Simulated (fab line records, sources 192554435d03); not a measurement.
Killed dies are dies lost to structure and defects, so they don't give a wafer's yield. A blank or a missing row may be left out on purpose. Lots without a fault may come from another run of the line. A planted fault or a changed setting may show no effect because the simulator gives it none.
fab line records | flow n5_finfet
record lots=5 wafers=15 last_day=17
route steps=1938 shown TV_LITHO@1877 TV_OPEN@1887 PAD_METAL@1893 PASSIVATION@1897
lots that met no fault: from a run of the same line without faults
start_h: hours from the record's first day to the start of the lot's first wafer shown | wait_h: hours since the lot's step before | " the same as in the row above | L1.1+2: a row that stands for several wafers | - no value, or no start given | * or withheld: withheld | < > ~ a bound
route shown NAME@n: a module of which the file shows steps, and the number in the route of the first | usual: mean/standard deviation of fault-free wafers | same: alike in all rows | chamber/n: place in a boat | sites: the reading at each site | _std_site: their standard deviation | _edge_site: outer sites' mean less inner sites' | radius_mm: how far each site lies from the wafer's centre | mask NAME#n: copy n | behind: the tool/chamber that last shaped the wafer | hold: why the lot was held/for how many hours/how that ended | device: the transistor (n, p or np) that didn't switch | end of line: the same wafers' tests at the end of the route | a step without rows: its recipe alone | killed: dies lost to structure and defects at the first sort, not the wafer's yield | map: a wafer's dies, x killed, . not, _ none there
set.NAME: the setting as run; set.NAME@STEP: as run at that earlier step | model.NAME: the simulator's own value behind a step, which no gauge read
lots at some steps of the route; a table a step, a row a wafer
services: from which hour (start_h, from the record's first day; less than 0 if before it) a tool's chamber was out of use, for how many hours, and why
## steps
# step N5_PASSIVATION_EBR_06
# recipe solvent=PGMEA ebr_width_mm=1.5
# usual chill_plate_temp_C=23.02/0.11 resist_line_temp_C=23.01/0.099
# columns lot.wafer tool chamber start_h wait_h chill_plate_temp_C resist_line_temp_C
L078.1 litho_track-04 0 - - 23.08 22.86
L078.2 " 0 " " 23.05 22.97
L078.3 " 0 " " 23.03 22.65
L080.1 litho_track-01 0 - - 23.00 22.95
L080.4 " 0 " " 23.24 23.02
L080.5 " 0 " " 23.14 22.99
L086.1 litho_track-03 0 - - 23.13 23.14
L086.3 " 0 " " 23.03 23.08
L086.6 " 0 " " 22.85 22.91
L095.1 litho_track-04 0 - - 23.07 23.02
L095.3 " 0 " " 23.09 23.00
L095.6 " 0 " " 23.13 23.09
L096.2 litho_track-01 0 - - 23.12 23.23
L096.3 " 0 " " 23.18 23.15
L096.5 " 0 " " 22.99 23.18
# step N5_PASSIVATION_SOFTBAKE_05
# recipe temp_c=100 time_s=90
# usual chill_plate_temp_C=23.01/0.11 resist_line_temp_C=23.00/0.1
# columns lot.wafer tool chamber start_h wait_h chill_plate_temp_C resist_line_temp_C
L078.1 litho_track-04 0 - - 23.07 23.03
L078.2 " 0 " " 23.23 23.19
L078.3 " 0 " " 23.20 23.06
L080.1 litho_track-01 0 - - 22.97 23.01
L080.4 " 0 " " 22.84 22.98
L080.5 " 0 " " 22.99 22.93
L086.1 litho_track-03 0 - - 22.81 23.14
L086.3 " 0 " " 23.04 23.13
L086.6 " 0 " " 22.90 23.04
L095.1 litho_track-04 0 - - 22.91 22.96
L095.3 " 0 " " 22.96 22.89
L095.6 " 0 " " 22.86 22.89
L096.2 litho_track-01 0 - - 23.15 23.07
L096.3 " 0 " " 22.99 23.06
L096.5 " 0 " " 23.12 22.96
# step N5_PASSIVATION_EXPOSE_07
# recipe mask_id=TV na=0.55 source_shape=conventional sigma_outer=0.8 polarization=unpolarized defocus_nm=0 target_cd_nm=3000 dose_mj=22.75
# same na=0.55
# columns lot.wafer tool chamber start_h wait_h mask
L078.1+2+3 krf_scanner-02 0 294.35 - TV#0
L080.1+4+5 krf_scanner-02 0 295.55 - TV#0
L086.1+3+6 krf_scanner-01 0 334.46 - TV#0
L095.1+3+6 krf_scanner-02 0 382.69 - TV#0
L096.2+3+5 krf_scanner-01 0 398.44 - TV#0
# step N5_PASSIVATION_PEB_08
# recipe peb_temp_c=withheld peb_time_s=*
# usual chill_plate_temp_C=* resist_line_temp_C=*
# columns lot.wafer tool chamber start_h wait_h chill_plate_temp_C resist_line_temp_C
L078.1 litho_track-03 0 294.41 0.1 * *
L078.2 " 0 " " * *
L078.3 " 0 " " * *
L080.1 litho_track-03 0 295.60 0.1 * *
L080.4 " 0 " " * *
L080.5 " 0 " " * *
L086.1 litho_track-03 0 334.52 0.1 * *
L086.3 " 0 " " * *
L086.6 " 0 " " * *
L095.1 litho_track-01 0 382.75 0.1 * *
L095.3 " 0 " " * *
L095.6 " 0 " " * *
L096.2 litho_track-03 0 398.49 0.0 * *
L096.3 " 0 " " * *
L096.5 " 0 " " * *
# step N5_PASSIVATION_DEVELOP_09
# recipe develop_time_s=60 rinse_liquid=diw dry=air_spin dev_temp_c=21
# usual chill_plate_temp_C=22.98/0.098 resist_line_temp_C=22.99/0.11
# same develop_time_s=60
# columns lot.wafer tool chamber start_h wait_h chill_plate_temp_C resist_line_temp_C
L078.1 litho_track-03 0 - - 22.83 23.12
L078.2 " 0 " " 23.09 23.12
L078.3 " 0 " " 23.07 22.98
L080.1 litho_track-03 0 - - 23.20 22.95
L080.4 " 0 " " 22.89 23.15
L080.5 " 0 " " 22.94 23.17
L086.1 litho_track-03 0 - - 23.07 22.99
L086.3 " 0 " " 23.10 22.88
L086.6 " 0 " " 23.03 22.96
L095.1 litho_track-01 0 - - 22.87 23.07
L095.3 " 0 " " 22.92 23.26
L095.6 " 0 " " 22.95 23.16
L096.2 litho_track-03 0 - - 22.88 22.86
L096.3 " 0 " " 22.86 23.09
L096.5 " 0 " " 22.86 23.00
# step N5_PASSIVATION_HARDBAKE_11
# recipe temp_c=130 time_s=120
# usual chill_plate_temp_C=23.00/0.098 resist_line_temp_C=23.02/0.11
# columns lot.wafer tool chamber start_h wait_h chill_plate_temp_C resist_line_temp_C
L078.1 litho_track-03 0 - - 23.19 23.08
L078.2 " 0 " " 23.21 23.02
L078.3 " 0 " " 23.07 23.00
L080.1 litho_track-03 0 - - 22.92 23.17
L080.4 " 0 " " 23.01 22.95
L080.5 " 0 " " 22.93 22.95
L086.1 litho_track-03 0 - - 22.97 23.16
L086.3 " 0 " " 22.99 23.20
L086.6 " 0 " " 22.96 23.08
L095.1 litho_track-01 0 - - 23.03 23.17
L095.3 " 0 " " 23.00 23.06
L095.6 " 0 " " 23.07 23.08
L096.2 litho_track-03 0 - - 22.90 22.86
L096.3 " 0 " " 23.03 22.92
L096.5 " 0 " " 23.01 22.89
# step N5_PASSIVATION_CD_MEAS_10
# recipe target_cd_nm=3000 landing_energy_ev=500 detector=se_inlens
# usual cd_nm=2997.6/2.8
# same landing_energy_ev=500
# columns lot.wafer tool chamber start_h wait_h cd_nm
L078.1 cd_sem-03 0 294.53 - 2990.1
L078.2 " 0 " " 2996.0
L078.3 " 0 " " 2994.2
L080.1 cd_sem-01 0 295.72 - 2999.0
L080.4 " 0 " " 2998.5
L080.5 " 0 " " 2994.6
L086.1 cd_sem-02 0 334.63 - 2995.8
L086.3 " 0 " " 2994.9
L086.6 " 0 " " 2997.5
L095.1 cd_sem-02 0 382.87 - 3001.4
L095.3 " 0 " " 3000.8
L095.6 " 0 " " 3001.4
L096.2 cd_sem-03 0 398.61 - 2997.3
L096.3 " 0 " " 2997.8
L096.5 " 0 " " 3001.7
# step N5_PASSIVATION_OVL_MEAS_60
# recipe points_per_wafer=44
# usual TV_OVL=0/5.3
# columns lot.wafer tool chamber start_h wait_h TV_OVL[nm]
L078.1 overlay-02 0 294.56 0.0 6
L078.2 " 0 " " 0
L078.3 " 0 " " 17
L080.1 overlay-02 0 295.75 0.0 0
L080.4 " 0 " " 5
L080.5 " 0 " " -1
L086.1 overlay-01 0 334.66 0.0 -10
L086.3 " 0 " " -5
L086.6 " 0 " " -8
L095.1 overlay-02 0 382.90 0.0 2
L095.3 " 0 " " 9
L095.6 " 0 " " 7
L096.2 overlay-01 0 398.64 0.0 0
L096.3 " 0 " " -5
L096.5 " 0 " " -1
# step N5_PASSIVATION_INSPECT_61
# recipe mode=adi inspect_instrument=macro
# usual raw_defect_count=2.0/1.3
# columns lot.wafer tool chamber start_h wait_h raw_defect_count
L078.1 defect_inspect-02 - 294.58 0.0 1
L078.2 " - " " 5
L078.3 " - " " 3
L080.1 defect_inspect-01 - 295.78 0.0 3
L080.4 " - " " 0
L080.5 " - " " 0
L086.1 defect_inspect-01 - 334.70 0.0 2
L086.3 " - " " 4
L086.6 " - " " 3
L095.1 defect_inspect-02 - 382.92 0.0 3
L095.3 " - " " 2
L095.6 " - " " 0
L096.2 defect_inspect-02 - 398.88 0.2 1
L096.3 " - " " 2
L096.5 " - " " 1
# step N5_PASSIVATION_DESCUM_12
# recipe chemistry=O2 time_s=7.9 source_power_w=50 bias_power_w=20 pressure_mtorr=20 rf_frequency_hz=2.712e+07 temp_c=40 o2_flow_sccm=225
# usual drypump_motor_current_A=6.0/0.58 oes_product_au=0.76/0.062 rf_vpp_V=243.0/1.3 showerhead_plenum_p_Torr=2.08/0.063 throttle_valve_pct=20.41/0.26
# columns lot.wafer tool chamber start_h wait_h drypump_motor_current_A oes_product_au rf_hours_counter_h rf_vpp_V showerhead_plenum_p_Torr throttle_valve_pct
L078.1 rie_diel-04 2 294.62 0.0 5.7 0.71 204 242.1 2.00 20.41
L078.2 " 1 " " 5.0 0.82 68 243.4 2.15 20.65
L078.3 " 0 " " 6.1 0.71 206 243.9 2.15 20.50
L080.1 rie_diel-04 0 295.81 0.0 6.1 0.71 206 245.2 2.15 20.51
L080.4 " 2 " " 5.7 0.71 204 240.6 2.00 20.42
L080.5 " 3 " " 6.6 0.77 - 242.6 2.01 20.32
L086.1 rie_diel-02 2 334.73 0.0 6.2 0.84 62 244.9 2.21 20.27
L086.3 " 3 " " 6.0 0.66 223 242.1 2.09 21.04
L086.6 " 1 " " 5.3 0.72 - 242.4 2.04 20.16
L095.1 rie_diel-04 2 382.96 0.0 5.8 0.70 224 240.9 2.00 20.47
L095.3 " 1 " " 5.0 0.79 95 243.4 2.14 20.71
L095.6 " 0 " " 6.1 0.68 - 244.8 2.14 20.55
L096.2 rie_diel-04 2 398.91 0.0 5.7 0.69 229 240.4 2.00 20.48
L096.3 " 3 " " 6.6 0.74 202 242.2 2.00 20.37
L096.5 " 0 " " 6.1 0.69 - 243.9 2.13 20.56
# step N5_PASSIVATION_PASS_ETCH_74
# recipe chemistry=CF4/O2 target=SiNx target_depth_a=2200 time_s=110 ion_energy_ev=100 pressure_mtorr=40 source_w=535 bias_w=49 Ar_flow_sccm=100 cf4_flow_sccm=100 O2_flow_sccm=10
# usual drypump_motor_current_A=6.0/0.58 oes_ar_750_au=0.76/0.065 oes_product_au=0.76/0.063 rf_vpp_V=240/7.4 showerhead_plenum_p_Torr=2.19/0.065 throttle_valve_pct=15.95/0.21
# columns lot.wafer tool chamber start_h wait_h drypump_motor_current_A oes_ar_750_au oes_product_au rf_hours_counter_h rf_vpp_V showerhead_plenum_p_Torr throttle_valve_pct
L078.1 rie_diel-04 2 294.68 0.0 5.8 0.69 0.69 204 243 2.11 15.94
L078.2 " 1 " " 5.0 0.86 0.84 68 235 2.23 15.94
L078.3 " 0 " " 6.1 0.70 0.69 206 258 2.27 16.13
L080.1 rie_diel-04 0 295.88 0.0 6.1 0.70 0.69 206 257 2.27 16.15
L080.4 " 2 " " 5.7 0.70 0.69 204 243 2.10 15.95
L080.5 " 3 " " 6.7 0.76 0.77 - 241 2.12 15.88
L086.1 rie_diel-02 2 334.80 0.0 6.2 0.82 0.83 62 237 2.33 15.86
L086.3 " 3 " " 6.0 0.67 0.68 223 244 2.19 16.45
L086.6 " 1 " " 5.3 0.73 0.73 - 239 2.19 16.06
L095.1 rie_diel-04 2 383.02 0.0 5.7 0.67 0.68 224 243 2.10 15.98
L095.3 " 1 " " 5.0 0.83 0.81 95 234 2.22 15.98
L095.6 " 0 " " 6.1 0.68 0.67 - 257 2.26 16.18
L096.2 rie_diel-04 2 398.98 0.0 5.7 0.68 0.68 229 243 2.10 15.99
L096.3 " 3 " " 6.6 0.73 0.75 202 242 2.11 15.96
L096.5 " 0 " " 6.1 0.68 0.66 - 257 2.26 16.19
# step N5_PASSIVATION_VIA_ETCH_13
# recipe chemistry=CHF3/O2 target=SiO2 target_depth_a=6600 CHF3_flow_sccm=50 O2_flow_sccm=5 Ar_flow_sccm=200 time_s=330 mask_material=PR pressure_mtorr=30 source_w=650 bias_w=170 ion_energy_ev=200 ends=cleared
# usual drypump_motor_current_A=6.0/0.58 etch_rf_on_time_s=240/7.5 oes_ar_750_au=0.76/0.06 oes_product_au=0.68/0.053 rf_vpp_V=521/15 showerhead_plenum_p_Torr=2.39/0.081 throttle_valve_pct=18.81/0.26
# columns lot.wafer tool chamber start_h wait_h drypump_motor_current_A etch_rf_on_time_s oes_ar_750_au oes_product_au rf_hours_counter_h rf_vpp_V showerhead_plenum_p_Torr throttle_valve_pct
L078.1 rie_diel-04 2 294.77 0.0 5.7 245 0.70 0.63 204 529 2.28 18.72
L078.2 " 1 " " 5.0 230 0.85 0.75 68 514 2.45 18.89
L078.3 " 0 " " 6.1 245 0.69 0.63 206 561 2.49 19.03
L080.1 rie_diel-04 0 295.97 0.0 6.1 248 0.70 0.63 206 560 2.49 19.03
L080.4 " 2 " " 5.7 250 0.70 0.62 204 528 2.28 18.72
L080.5 " 3 " " 6.7 232 0.76 0.69 - 525 2.30 18.62
L086.1 rie_diel-02 2 334.89 0.0 6.2 233 0.83 0.75 62 513 2.54 18.75
L086.3 " 3 " " 6.0 242 0.68 0.61 223 534 2.37 19.26
L086.6 " 1 " " 5.4 243 0.73 0.64 - 522 2.39 18.89
L095.1 rie_diel-04 2 383.11 0.0 5.7 243 0.68 0.62 224 529 2.28 18.76
L095.3 " 1 " " 5.0 233 0.82 0.72 95 512 2.44 18.95
L095.6 " 0 " " 6.1 250 0.68 0.62 - 558 2.47 19.08
L096.2 rie_diel-04 2 399.07 0.0 5.7 244 0.68 0.62 229 527 2.27 18.76
L096.3 " 3 " " 6.6 230 0.74 0.68 202 524 2.28 18.66
L096.5 " 0 " " 6.1 251 0.68 0.62 - 559 2.47 19.08
# step N5_PASSIVATION_STRIP_14
# recipe chemistry=O2 power_w=600 temp_c=60 pressure_mtorr=30 rf_frequency_hz=6e+07 bias_power_w=0 overash_fraction=0.5 o2_flow_sccm=225
# usual drypump_motor_current_A=6.0/0.58 oes_product_au=0.76/0.062 rf_vpp_V=3.6/0.88 showerhead_plenum_p_Torr=2.09/0.063 throttle_valve_pct=16.65/0.22
# columns lot.wafer tool chamber start_h wait_h drypump_motor_current_A oes_product_au rf_hours_counter_h rf_vpp_V showerhead_plenum_p_Torr throttle_valve_pct
L078.1 rie_diel-04 2 294.97 0.1 5.7 0.71 204 2.7 2.01 16.69
L078.2 " 1 " " 4.9 0.81 69 3.0 2.16 16.81
L078.3 " 0 " " 6.1 0.70 206 2.7 2.15 16.78
L080.1 rie_diel-04 0 296.17 0.1 6.1 0.71 207 2.2 2.15 16.76
L080.4 " 2 " " 5.7 0.71 205 3.5 2.01 16.68
L080.5 " 3 " " 6.7 0.77 - 4.2 2.02 16.54
L086.1 rie_diel-02 2 335.09 0.1 6.2 0.84 62 4.8 2.21 16.47
L086.3 " 3 " " 6.0 0.66 223 2.9 2.09 17.22
L086.6 " 1 " " 5.4 0.73 - 3.7 2.05 16.53
L095.1 rie_diel-04 2 383.31 0.1 5.7 0.70 225 3.6 2.00 16.73
L095.3 " 1 " " 5.0 0.78 95 5.5 2.15 16.87
L095.6 " 0 " " 6.1 0.69 - 3.0 2.14 16.79
L096.2 rie_diel-04 2 399.27 0.1 5.7 0.70 229 2.2 2.00 16.74
L096.3 " 3 " " 6.6 0.74 202 2.9 2.00 16.61
L096.5 " 0 " " 6.1 0.69 - 3.9 2.14 16.81
# step N5_PASSIVATION_ETCH_15
# recipe chemistry=CF4/N2 target=SiCN target_depth_a=750 taper_deg=2 time_s=81.2 ion_energy_ev=150 mask_material=SiNx pressure_mtorr=40 source_w=430 bias_w=70 Ar_flow_sccm=100 cf4_flow_sccm=60 n2_flow_sccm=60
# usual drypump_motor_current_A=6.0/0.58 oes_product_au=0.76/0.063 rf_vpp_V=382.1/1.9 showerhead_plenum_p_Torr=2.19/0.068 throttle_valve_pct=15.40/0.21
# columns lot.wafer tool chamber start_h wait_h drypump_motor_current_A oes_product_au rf_hours_counter_h rf_vpp_V showerhead_plenum_p_Torr throttle_valve_pct
L078.1 rie_diel-04 2 - - 5.7 0.69 204 379.8 2.10 15.40
L078.2 " 1 " " 5.0 0.85 69 383.5 2.24 15.41
L078.3 " 0 " " 6.1 0.68 206 384.1 2.28 15.61
L080.1 rie_diel-04 0 - - 6.1 0.68 207 384.3 2.28 15.61
L080.4 " 2 " " 5.8 0.69 205 380.2 2.10 15.41
L080.5 " 3 " " 6.7 0.78 - 378.9 2.11 15.29
L086.1 rie_diel-02 2 - - 6.2 0.84 62 386.1 2.33 15.30
L086.3 " 3 " " 6.0 0.67 223 381.4 2.18 15.85
L086.6 " 1 " " 5.4 0.72 - 382.2 2.19 15.50
L095.1 rie_diel-04 2 - - 5.7 0.67 225 379.5 2.10 15.46
L095.3 " 1 " " 5.0 0.81 95 381.9 2.23 15.46
L095.6 " 0 " " 6.1 0.67 - 384.4 2.27 15.67
L096.2 rie_diel-04 2 - - 5.7 0.68 229 381.4 2.10 15.45
L096.3 " 3 " " 6.6 0.74 202 378.2 2.10 15.38
L096.5 " 0 " " 6.1 0.66 - 384.3 2.27 15.68
# step N5_PASSIVATION_STRIP_73
# recipe chemistry=post_etch_residue_remover time_s=60 temp_c=25 remover_ph=withheld remover_water_wt_pct=withheld remover_fluoride_wt_pct=withheld
# columns lot.wafer tool chamber start_h wait_h
L078.1+2+3 wet_bench-06 1,0,6 295.13 -
L080.1+4+5 wet_bench-01 0,2,1 296.32 -
L086.1+3+6 wet_bench-06 0,1,6 335.24 -
L095.1+3+6 wet_bench-04 2,7,4 383.47 -
L096.2+3+5 wet_bench-06 4,6,3 399.42 -
# step N5_PASSIVATION_SRD_17
# recipe time_s=30 temp_c=23 rinse_liquid=diw dry=n2_spin spin_rpm=1500 dry_time_s=30
# usual spin_rpm=1500.0/0.8
# columns lot.wafer tool chamber start_h wait_h spin_rpm
L078.1 wet_bench-06 1 295.15 0.0 1499.7
L078.2 " 0 " " 1499.9
L078.3 " 6 " " 1499.4
L080.1 wet_bench-01 0 296.36 0.0 1499.1
L080.4 " 2 " " 1499.3
L080.5 " 1 " " 1498.3
L086.1 wet_bench-06 0 335.26 0.0 1499.7
L086.3 " 1 " " 1499.8
L086.6 " 6 " " 1500.4
L095.1 wet_bench-04 2 383.49 0.0 1500.9
L095.3 " 7 " " 1499.3
L095.6 " 4 " " 1500.6
L096.2 wet_bench-06 4 399.45 0.0 1500.0
L096.3 " 6 " " 1500.4
L096.5 " 3 " " 1499.8
# step N5_PASSIVATION_DEGAS_18
# recipe ambient=vacuum temp_c=300 time_s=60
# usual heater_power_w=458/44
# columns lot.wafer tool chamber start_h wait_h heater_power_w
L078.1 pvd_sputter-03 - 295.42 0.3 474
L078.2 " - " " 468
L078.3 " - " " 374
L080.1 pvd_sputter-03 - 297.35 1.0 470
L080.4 " - " " 468
L080.5 " - " " 479
L086.1 pvd_sputter-01 - 335.31 0.0 467
L086.3 " - " " 388
L086.6 " - " " 493
L095.1 pvd_sputter-03 - 384.32 0.8 514
L095.3 " - " " 463
L095.6 " - " " 501
L096.2 pvd_sputter-01 - 401.17 1.7 459
L096.3 " - " " 495
L096.5 " - " " 487
# step N5_PASSIVATION_PRE_CLEAN_19
# recipe gas=H2/He time_s=* temp_c=*
# usual heater_power_w=457/43
# columns lot.wafer tool chamber start_h wait_h heater_power_w
L078.1 pvd_sputter-03 - 295.46 0.0 465
L078.2 " - " " 457
L078.3 " - " " 375
L080.1 pvd_sputter-03 - 297.39 0.0 476
L080.4 " - " " 464
L080.5 " - " " 464
L086.1 pvd_sputter-01 - 335.35 0.0 478
L086.3 " - " " 372
L086.6 " - " " 495
L095.1 pvd_sputter-03 - 384.36 0.0 509
L095.3 " - " " 473
L095.6 " - " " 506
L096.2 pvd_sputter-01 - 401.21 0.0 465
L096.3 " - " " 495
L096.5 " - " " 471
# step N5_PASSIVATION_SPUTTER_20
# recipe material=TaN target_thk_a=500 temp_c=25 chamber_pressure_pa=0.4
# usual substrate_temp_c=25.00/0.1 throttle_valve_pct=29.6/0.9
# columns lot.wafer tool chamber start_h wait_h substrate_temp_c throttle_valve_pct
L078.1 pvd_sputter-03 - 295.50 0.0 24.86 30.3
L078.2 " - " " 25.12 29.7
L078.3 " - " " 25.04 29.0
L080.1 pvd_sputter-03 - 297.43 0.0 24.90 29.6
L080.4 " - " " 24.78 30.3
L080.5 " - " " 24.99 29.7
L086.1 pvd_sputter-01 - 335.39 0.0 25.16 27.5
L086.3 " - " " 25.10 30.0
L086.6 " - " " 25.00 29.6
L095.1 pvd_sputter-03 - 384.40 0.0 24.80 30.5
L095.3 " - " " 24.91 30.2
L095.6 " - " " 24.81 30.6
L096.2 pvd_sputter-01 - 401.25 0.0 24.99 29.3
L096.3 " - " " 24.98 29.9
L096.5 " - " " 25.01 27.3
# step N5_PASSIVATION_AL_DEP_21
# recipe material=Al target_thk_a=28000 temp_c=400 time_s=170 power_w=30000 chamber_pressure_pa=0.4 gas=Ar
# usual cathode_dc_power_W=30000/5.6 substrate_temp_c=400.03/0.23 throttle_valve_pct=29.6/0.92
# columns lot.wafer tool chamber start_h wait_h cathode_dc_power_W substrate_temp_c throttle_valve_pct
L078.1 pvd_sputter-03 - 295.60 0.1 30001 399.98 30.1
L078.2 " - " " 30016 400.19 29.9
L078.3 " - " " 30009 399.62 28.7
L080.1 pvd_sputter-03 - 297.53 0.1 29986 400.09 29.5
L080.4 " - " " 30010 399.94 30.4
L080.5 " - " " 29998 400.12 29.7
L086.1 pvd_sputter-01 - 335.49 0.1 30010 399.86 27.7
L086.3 " - " " 30001 400.21 29.8
L086.6 " - " " 30010 400.09 29.5
L095.1 pvd_sputter-03 - 384.50 0.1 30001 400.31 30.5
L095.3 " - " " 30000 400.19 30.3
L095.6 " - " " 30005 400.40 30.2
L096.2 pvd_sputter-01 - 401.35 0.1 29998 400.30 29.1
L096.3 " - " " 29996 400.53 29.8
L096.5 " - " " 29999 399.99 27.4
# step N5_PASSIVATION_HMDS_23
# recipe time_s=60 temp_c=120
# usual chill_plate_temp_C=23.01/0.1 resist_line_temp_C=23.00/0.14
# columns lot.wafer tool chamber start_h wait_h chill_plate_temp_C resist_line_temp_C
L078.1 litho_track-04 0 295.79 0.1 23.17 23.19
L078.2 " 0 " " 23.09 22.92
L078.3 " 0 " " 23.16 23.05
L080.1 litho_track-05 0 297.71 0.1 22.98 22.86
L080.4 " 0 " " 22.97 23.09
L080.5 " 0 " " 22.98 23.14
L086.1 litho_track-05 0 335.68 0.1 23.09 22.90
L086.3 " 0 " " 22.93 23.00
L086.6 " 0 " " 23.05 22.84
L095.1 litho_track-05 0 384.69 0.1 23.10 23.15
L095.3 " 0 " " 23.09 23.08
L095.6 " 0 " " 22.98 22.99
L096.2 litho_track-02 0 401.54 0.1 22.99 23.00
L096.3 " 0 " " 22.92 23.06
L096.5 " 0 " " 23.00 23.14
# step N5_PASSIVATION_COAT_24
# recipe spin_rpm=3000 resist_thk_nm=withheld
# usual chill_plate_temp_C=23.01/0.1 resist_line_temp_C=23.01/0.11 spin_speed_rpm=3000.0/1.8
# columns lot.wafer tool chamber start_h wait_h chill_plate_temp_C resist_line_temp_C spin_speed_rpm
L078.1 litho_track-04 0 - - 22.76 22.85 2999.9
L078.2 " 0 " " 22.98 22.74 2998.4
L078.3 " 0 " " 23.15 22.92 3000.5
L080.1 litho_track-05 0 - - 23.15 22.97 2999.1
L080.4 " 0 " " 23.27 23.03 2999.5
L080.5 " 0 " " 23.12 22.96 3001.7
L086.1 litho_track-05 0 - - 22.97 22.96 2999.0
L086.3 " 0 " " 22.92 22.88 3001.3
L086.6 " 0 " " 22.89 22.91 2999.0
L095.1 litho_track-05 0 - - 22.94 22.96 3001.3
L095.3 " 0 " " 22.89 23.08 3000.8
L095.6 " 0 " " 22.92 23.11 3000.0
L096.2 litho_track-02 0 - - 23.02 23.15 3003.6
L096.3 " 0 " " 23.03 23.00 3002.9
L096.5 " 0 " " 23.03 23.03 3003.2
# step N5_PASSIVATION_EBR_26
# recipe solvent=PGMEA ebr_width_mm=1.5
# usual chill_plate_temp_C=23.01/0.1 resist_line_temp_C=23.00/0.096
# columns lot.wafer tool chamber start_h wait_h chill_plate_temp_C resist_line_temp_C
L078.1 litho_track-04 0 - - 22.79 22.90
L078.2 " 0 " " 22.83 22.99
L078.3 " 0 " " 22.91 22.98
L080.1 litho_track-05 0 - - 23.12 22.99
L080.4 " 0 " " 23.07 23.11
L080.5 " 0 " " 23.00 23.16
L086.1 litho_track-05 0 - - 22.98 23.10
L086.3 " 0 " " 23.12 23.00
L086.6 " 0 " " 23.04 22.99
L095.1 litho_track-05 0 - - 22.92 22.98
L095.3 " 0 " " 22.84 23.10
L095.6 " 0 " " 22.97 22.96
L096.2 litho_track-02 0 - - 22.93 23.00
L096.3 " 0 " " 23.04 22.94
L096.5 " 0 " " 22.97 22.97
# step N5_PASSIVATION_SOFTBAKE_25
# recipe temp_c=100 time_s=90
# usual chill_plate_temp_C=23.01/0.11 resist_line_temp_C=23.00/0.11
# columns lot.wafer tool chamber start_h wait_h chill_plate_temp_C resist_line_temp_C
L078.1 litho_track-04 0 - - 23.02 23.22
L078.2 " 0 " " 22.98 22.80
L078.3 " 0 " " 23.02 23.17
L080.1 litho_track-05 0 - - 22.81 22.89
L080.4 " 0 " " 22.98 22.96
L080.5 " 0 " " 22.99 22.80
L086.1 litho_track-05 0 - - 23.19 23.12
L086.3 " 0 " " 23.07 22.99
L086.6 " 0 " " 23.23 23.10
L095.1 litho_track-05 0 - - 23.04 23.19
L095.3 " 0 " " 23.08 23.10
L095.6 " 0 " " 23.14 23.08
L096.2 litho_track-02 0 - - 22.88 22.96
L096.3 " 0 " " 22.94 22.97
L096.5 " 0 " " 22.94 23.01
# step N5_PASSIVATION_EXPOSE_27
# recipe mask_id=PAD na=0.55 source_shape=conventional sigma_outer=0.8 polarization=unpolarized defocus_nm=0 dose_mj=32.3
# same na=0.55
# columns lot.wafer tool chamber start_h wait_h mask
L078.1+2+3 krf_scanner-01 0 295.89 - PAD#0
L080.1+4+5 krf_scanner-01 0 297.82 - PAD#0
L086.1+3+6 krf_scanner-01 0 335.91 - PAD#0
L095.1+3+6 krf_scanner-01 0 384.80 - PAD#0
L096.2+3+5 krf_scanner-01 0 401.65 - PAD#0
# step N5_PASSIVATION_PEB_28
# recipe peb_temp_c=withheld peb_time_s=*
# usual chill_plate_temp_C=* resist_line_temp_C=*
# columns lot.wafer tool chamber start_h wait_h chill_plate_temp_C resist_line_temp_C
L078.1 litho_track-05 0 295.95 0.1 * *
L078.2 " 0 " " * *
L078.3 " 0 " " * *
L080.1 litho_track-02 0 297.88 0.1 * *
L080.4 " 0 " " * *
L080.5 " 0 " " * *
L086.1 litho_track-02 0 335.97 0.1 * *
L086.3 " 0 " " * *
L086.6 " 0 " " * *
L095.1 litho_track-02 0 384.86 0.1 * *
L095.3 " 0 " " * *
L095.6 " 0 " " * *
L096.2 litho_track-02 0 401.70 0.0 * *
L096.3 " 0 " " * *
L096.5 " 0 " " * *
# step N5_PASSIVATION_DEVELOP_29
# recipe develop_time_s=60 rinse_liquid=diw dry=air_spin dev_temp_c=21
# usual chill_plate_temp_C=22.99/0.12 resist_line_temp_C=23.02/0.097
# same develop_time_s=60
# columns lot.wafer tool chamber start_h wait_h chill_plate_temp_C resist_line_temp_C
L078.1 litho_track-05 0 - - 23.04 22.96
L078.2 " 0 " " 23.01 23.10
L078.3 " 0 " " 23.04 23.04
L080.1 litho_track-02 0 - - 23.00 23.02
L080.4 " 0 " " 22.94 23.05
L080.5 " 0 " " 22.94 23.02
L086.1 litho_track-02 0 - - 22.92 23.08
L086.3 " 0 " " 23.07 23.24
L086.6 " 0 " " 22.92 22.98
L095.1 litho_track-02 0 - - 23.13 22.96
L095.3 " 0 " " 23.14 23.11
L095.6 " 0 " " 23.19 22.98
L096.2 litho_track-02 0 - - 23.20 23.03
L096.3 " 0 " " 22.89 23.21
L096.5 " 0 " " 22.92 23.00
# step N5_PASSIVATION_HARDBAKE_31
# recipe temp_c=130 time_s=120
# usual chill_plate_temp_C=22.99/0.11 resist_line_temp_C=23.01/0.095
# columns lot.wafer tool chamber start_h wait_h chill_plate_temp_C resist_line_temp_C
L078.1 litho_track-05 0 - - 22.95 23.09
L078.2 " 0 " " 22.84 23.11
L078.3 " 0 " " 22.91 23.13
L080.1 litho_track-02 0 - - 22.94 23.01
L080.4 " 0 " " 23.03 23.10
L080.5 " 0 " " 22.84 22.92
L086.1 litho_track-02 0 - - 22.95 23.16
L086.3 " 0 " " 22.76 22.99
L086.6 " 0 " " 22.77 22.95
L095.1 litho_track-02 0 - - 23.04 23.19
L095.3 " 0 " " 23.01 23.18
L095.6 " 0 " " 22.92 23.01
L096.2 litho_track-02 0 - - 22.87 23.04
L096.3 " 0 " " 22.97 23.09
L096.5 " 0 " " 22.88 23.14
## services
# columns tool chamber start_h hours kind
rie_diel-02 - 271.50 14.6 pm
krf_scanner-02 0 281.66 - calibration
krf_scanner-01 0 308.82 - calibration
rie_diel-04 1 310.45 4.1 repair
krf_scanner-01 - 324.94 4.0 pm
litho_track-02 - 328.68 - consumable_replace:filter
krf_scanner-01 - 329.20 1.0 pm
krf_scanner-02 - 330.20 1.0 pm
pvd_sputter-03 - 332.51 3.0 repair
wet_bench-01 - 357.47 3.8 repair
rie_diel-04 0 360.64 2.0 repair
krf_scanner-02 - 361.61 3.6 pm
rie_diel-02 0 361.79 5.2 repair
krf_scanner-02 - 371.98 0.1 repair
rie_diel-04 - 377.92 2.8 pm
pvd_sputter-03 - 385.71 1.1 repair
krf_scanner-02 - 396.09 0.8 repair
krf_scanner-02 - 397.99 1.3 pm
## key
fault none
